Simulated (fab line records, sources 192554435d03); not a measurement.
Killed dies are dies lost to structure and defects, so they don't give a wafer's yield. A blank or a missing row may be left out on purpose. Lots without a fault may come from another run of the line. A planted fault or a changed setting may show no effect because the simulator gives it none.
Chamber matching | flow n5_finfet | N5_BEOL_M5_CMP_52 on cmp-01: 4 sister chambers
The step polishes, stops on SiCOH lowk, t overpolish 6.9 s, target thk 62 nm. 4 wafers are shown with their chamber, then 7 later ones without.

WAFERS WITH THEIR CHAMBER
wafer  | chamber | motor_current_A (A)
L090.3 | 3       | 6.8
L090.6 | 0       | 5.4
L091.2 | 2       | 5.8
L091.3 | 1       | 6.9

WAFERS WITHOUT THEIR CHAMBER
wafer  | motor_current_A (A)
L091.6 | 7.1
L094.1 | 5.3
L094.5 | 5.5
L094.6 | 6.3
L096.1 | 5.4
L096.3 | 7.2
L096.4 | 7.4

WHICH CHAMBER EACH WENT THROUGH
wafer  | from the rows above               | in truth
L091.6 | can't be placed: 1 or 3           | 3
L094.1 | can't be placed: 0 or 2           | 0
L094.5 | can't be placed: 0 or 2           | 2
L094.6 | can't be placed: 2 or 3 or 1 or 0 | 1
L096.1 | can't be placed: 0 or 2           | 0
L096.3 | can't be placed: 1 or 3           | 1
L096.4 | can't be placed: 1 or 3           | 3
Placed correctly: 0 of 7. Can't be placed from these rows: 7 (the true chamber is among the candidates in 7). Placed wrongly: 0.
How it was worked out, from the rows above alone: a wafer's distance from a chamber is the root of the sum, over the readings, of the square of ((its reading less the chamber's mean) divided by the reading's scatter). The wafer belongs to the nearest chamber; if the next one is less than 2 further off, it can't be placed. A chamber's mean is the mean of its shown wafers. The scatter: with one shown wafer a chamber, the root of the mean of the squares of how far each hidden wafer lies from its nearest shown one.
